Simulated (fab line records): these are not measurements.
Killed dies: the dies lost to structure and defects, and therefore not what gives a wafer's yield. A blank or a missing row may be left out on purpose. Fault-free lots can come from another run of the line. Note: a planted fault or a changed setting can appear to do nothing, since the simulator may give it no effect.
Which tool is to blame? ; flow nand_harc ; 11 lots, 32 wafers sampled, at 5 steps of a route of 1159

## WHAT THE GAUGES READ, wafer by wafer
NHARC_P_BONDPAD_CD_MEAS_13. Usual: cd_nm 498.9 nm, standard deviation 1.4.
lot;measured;on;cd_nm (nm);flag
L776;day 6 11:55;cd_sem-03;499.0 498.8 496.9;
L777;day 7 01:29;cd_sem-01;500.3 499.3 499.3;
L778;day 7 01:49;cd_sem-01;499.7 499.5 499.3;
L779;day 7 03:05;cd_sem-01;500.1 497.9 499.0;
L782;day 7 19:24;cd_sem-01;497.4 498.1 496.5;
L783;day 8 01:55;cd_sem-03;498.2 497.3;
L785;day 8 12:16;cd_sem-02;497.5 497.4 498.9;
L796;day 11 09:55;cd_sem-03;498.6 498.1 498.1;
L797;day 11 14:46;cd_sem-02;499.9 496.4 498.4;
L799;day 11 19:50;cd_sem-02;497.9 500.4 498.5;
L798;day 11 20:27;cd_sem-02;500.9 499.8 498.8;

NHARC_END_SORT_01. Usual: defect_limited_yield 95.7 %, standard deviation 1.5; killed_at_array 26, standard deviation 9.9; killed_at_other 0.8, standard deviation 1; killed_at_periphery 2.8, standard deviation 2.2; killed_dies 29, standard deviation 9.9; killed_open 3.2, standard deviation 1.8; killed_short 2.1, standard deviation 1.4; sort_bin_2_pct 1.3 %, standard deviation 0.54; sort_bin_3_pct 0.23 %, standard deviation 0.2; sort_bin_4_pct 2.8 %, standard deviation 1; sort_n_pass 648, standard deviation 9.9; sort_rim_yield_pct 95 %, standard deviation 3.5; sort_yield_pct 95.7 %, standard deviation 1.5.
lot;measured;on;defect_limited_yield (%);killed_at_array;killed_at_other;killed_at_periphery;killed_dies;killed_open;killed_short;sort_bin_2_pct (%);sort_bin_3_pct (%);sort_bin_4_pct (%);sort_n_pass;sort_rim_yield_pct (%);sort_yield_pct (%);flag
L776;day 19 08:55;prober-02;96.0 93.5 95.7;23 34 24;1 0 0;3 10 5;27 44 29;1 3 1;2 4 1;1.5 1.6 1.2;0.44 0.44 0.30;2.1 4.4 2.8;650 633 648;95 95 92;96.0 93.5 95.7;
L777;day 20 05:53;prober-02;94.7 94.8 94.5;33 32 31;0 0 0;3 3 6;36 35 37;7 5 4;4 2 2;1.5 1.6 1.8;0.15 0.44 0.44;3.7 3.1 3.2;641 642 640;96 93 95;94.7 94.8 94.5;
L778;day 20 15:25;prober-02;96.3 94.8 95.9;24 31 25;1 0 0;0 4 3;25 35 28;2 6 4;1 2 0;1.3 1.3 1.3;0 0.30 0;2.4 3.5 2.8;652 642 649;97 99 95;96.3 94.8 95.9;
L779;day 19 19:42;prober-01;98.5 98.5 97.8;9 10 13;0 0 0;1 0 2;10 10 15;0 1 4;3 1 3;0.6 0.4 0.9;0.15 0.30 0;0.7 0.7 1.3;667 667 662;98 100 99;98.5 98.5 97.8;
L782;day 21 00:59;prober-01;96.2 97.3 95.7;23 14 27;1 1 0;2 3 2;26 18 29;5 3 3;2 4 4;1.0 1.3 1.2;0 0.15 0.15;2.8 1.2 3.0;651 659 648;94 97 94;96.2 97.3 95.7;
L783;day 21 00:56;prober-02;93.9 93.5;39 43;0 1;2 0;41 44;6 6;1 1;1.8 1.9;0.15 0.30;4.1 4.3;636 633;86 92;93.9 93.5;
L785;day 21 18:07;prober-02;1.5 0.3 97.2;24 16 17;0 1 2;643 658 0;667 675 19;4 2 1;3 3 0;96.0 98.4 1.0;0.30 0.15 0.15;2.2 1.2 1.6;10 2 658;6 1 99;1.5 0.3 97.2;OFF
L796;day 24 15:25;prober-01;93.5 92.6 93.2;41 49 44;0 1 0;3 0 2;44 50 46;5 3 0;2 3 3;2.1 2.1 2.5;0.44 0.74 0;4.0 4.6 4.3;633 627 631;86 81 92;93.5 92.6 93.2;
L797;day 24 16:04;prober-02;94.7 93.9 93.9;33 39 35;1 2 3;2 0 3;36 41 41;1 1 2;3 1 2;0.9 1.9 1.0;0.59 0.44 0.74;3.8 3.7 4.3;641 636 636;93 99 99;94.7 93.9 93.9;
L799;day 24 07:27;prober-02;95.4 95.4 96.2;20 26 20;3 2 1;8 3 5;31 31 26;3 3 0;0 1 2;1.5 1.2 1.5;0.44 0.30 0.44;2.7 3.1 1.9;646 646 651;96 93 95;95.4 95.4 96.2;
L798;day 24 21:35;prober-01;97.3 96.9 96.6;13 15 18;2 0 0;3 6 5;18 21 23;2 1 3;1 3 1;0.4 1.2 1.3;0 0.15 0;2.2 1.8 2.1;659 656 654;97 99 95;97.3 96.9 96.6;

## EACH LOT AND THE TOOL THAT RAN IT (in order: tool; ch and the chambers of the sampled wafers; start)
lot;NHARC_P_M2_CMP_23;NHARC_P_BONDPAD_ETCH_12;NHARC_P_BONDPAD_PRE_CLEAN_26
L776;cmp-01 ch 0,1,3, day 6 09:16;rie_diel-13 ch 0,2, day 6 11:47;pvd_sputter-03, day 19 08:55 or earlier
L777;cmp-02 ch 0,3, day 6 22:40;rie_diel-13 ch 0,1,3, day 7 01:22;pvd_sputter-03, day 20 05:53 or earlier
L778;cmp-01 ch 0,1,2, day 6 22:59;rie_diel-13 ch 0,3, day 7 01:40;pvd_sputter-01, day 20 15:25 or earlier
L779;cmp-01 ch 0,1,2, day 7 00:20;rie_diel-07 ch 0,1,3, day 7 02:58;pvd_sputter-03, day 19 19:42 or earlier
L782;cmp-01 ch 0,3, day 7 16:23;rie_diel-13 ch 2,3, day 7 19:16;pvd_sputter-02, day 21 00:59 or earlier
L783;cmp-01 ch 1, day 7 23:17;rie_diel-13 ch 1, day 8 01:47;pvd_sputter-02, day 21 00:56 or earlier
L785;cmp-04 ch 0,1, day 8 09:29;rie_diel-13 ch 0,1,3, day 8 12:08;pvd_sputter-03, day 21 18:07 or earlier
L796;cmp-04 ch 0,1,2, day 11 07:13;rie_diel-13 ch 1,2,3, day 11 09:49;pvd_sputter-01, day 24 15:25 or earlier
L797;cmp-04 ch 0,1,3, day 11 11:57;rie_diel-13 ch 2,3, day 11 14:37;pvd_sputter-02, day 24 16:04 or earlier
L799;cmp-01 ch 0,3, day 11 16:50;rie_diel-02 ch 0,1,3, day 11 19:41;pvd_sputter-03, day 24 07:27 or earlier
L798;cmp-01 ch 0,2,3, day 11 17:42;rie_diel-13 ch 1,2,3, day 11 20:19;pvd_sputter-03, day 24 21:35 or earlier
- NHARC_P_M2_CMP_23: polishes, t overpolish 20 s, target thk 144.3 nm.
- NHARC_P_BONDPAD_ETCH_12: etches the open film in CHF3/O2, target depth 200 nm, time 100 s.
- NHARC_P_BONDPAD_PRE_CLEAN_26: time 30 s.

## WHAT THE TOOLS THEMSELVES READ (means of the sampled wafers that have a number; where no wafer has one, the mark that the record gives instead)
NHARC_P_M2_CMP_23. Usual: motor_current_A 11.9 A, standard deviation 1.2; slurry_filter_dp_kPa 13.49 kPa, standard deviation 0.14; time_to_endpoint_s 28.8 s, standard deviation 2.3.
lot;tool;motor_current_A (A);slurry_filter_dp_kPa (kPa);time_to_endpoint_s (s);flag
L776;cmp-01;11.2;13.59;30.1;
L777;cmp-02;13.0;13.46;27.7;
L778;cmp-01;11.3;13.42;29.0;
L779;cmp-01;11.3;13.51;28.3;
L782;cmp-01;11.9;13.41;29.9;
L783;cmp-01;11.2;13.71;31.8;
L785;cmp-04;12.5;13.46;30.7;
L796;cmp-04;13.0;13.41;29.9;
L797;cmp-04;12.5;13.46;28.0;
L799;cmp-01;12.3;13.59;31.1;
L798;cmp-01;11.3;13.40;28.4;

NHARC_P_BONDPAD_ETCH_12. Usual: drypump_motor_current_A 5.6 A, standard deviation 0.53; mfc_ar_sccm 200.1 sccm, standard deviation 0.6; oes_product_au 0.935 a.u., standard deviation 0.021; rf_vpp_V 372.4 V, standard deviation 2.3; showerhead_plenum_p_Torr 2.49 Torr, standard deviation 0.1; throttle_valve_pct 20.573 %, standard deviation 0.0087.
lot;tool;drypump_motor_current_A (A);mfc_ar_sccm (sccm);oes_product_au (a.u.);rf_vpp_V (V);showerhead_plenum_p_Torr (Torr);throttle_valve_pct (%);flag
L776;rie_diel-13;5.8;199.6;0.964;373.5;2.56;20.570;
L777;rie_diel-13;5.3;200.0;0.923;373.0;2.49;20.569;
L778;rie_diel-13;5.3;199.7;0.968;372.5;2.49;20.575;
L779;rie_diel-07;5.1;200.2;0.924;369.3;2.33;20.566;
L782;rie_diel-13;5.6;200.5;0.932;370.7;2.41;20.580;
L783;rie_diel-13;5.5;200.0;0.921;373.6;2.56;20.570;
L785;rie_diel-13;5.4;199.8;0.874;372.3;2.48;20.570;
L796;rie_diel-13;5.7;199.7;0.966;371.3;2.48;20.557;
L797;rie_diel-13;6.0;200.2;0.915;371.2;2.47;20.574;
L799;rie_diel-02;5.4;200.8;0.919;371.4;2.43;20.573;
L798;rie_diel-13;5.7;200.3;0.938;372.1;2.48;20.578;

NHARC_P_BONDPAD_PRE_CLEAN_26. Usual: heater_power_w 409 W, standard deviation 50.
lot;tool;heater_power_w (W);flag
L776;pvd_sputter-03;367;
L777;pvd_sputter-03;411;
L778;pvd_sputter-01;406;
L779;pvd_sputter-03;409;
L782;pvd_sputter-02;420;
L783;pvd_sputter-02;436;
L785;pvd_sputter-03;367;
L796;pvd_sputter-01;395;
L797;pvd_sputter-02;436;
L799;pvd_sputter-03;417;
L798;pvd_sputter-03;370;

## THE ANSWER, worked out from the rows above alone
Rule: a lot is off if the mean of its wafers that have a number lies more than 3 standard deviations from the usual mean. A lot without any number at a reading at which 4 lots or more have one is off too. The other lots that the step has rows for count as sound. Order of review: gauges by route order, followed by the tools' own readings, for which a lot's mean as printed above is used. At the first step where some lot is off, the reading lying furthest off is the one used; lots without a number count as furthest.
Off at NHARC_END_SORT_01 (killed_at_periphery): L785.
A tool fits if, at a process step before that reading, it ran every lot that is off, and no sound lot after the first of them. Gauges at NHARC_END_SORT_01: tried the same way as those tools. Because NHARC_P_BONDPAD_PRE_CLEAN_26 lacks a start for some lots, the hours and order of its lots are taken from NHARC_END_SORT_01. No candidate that was tried fits.

## WHAT WAS PUT IN BY THE SIMULATOR
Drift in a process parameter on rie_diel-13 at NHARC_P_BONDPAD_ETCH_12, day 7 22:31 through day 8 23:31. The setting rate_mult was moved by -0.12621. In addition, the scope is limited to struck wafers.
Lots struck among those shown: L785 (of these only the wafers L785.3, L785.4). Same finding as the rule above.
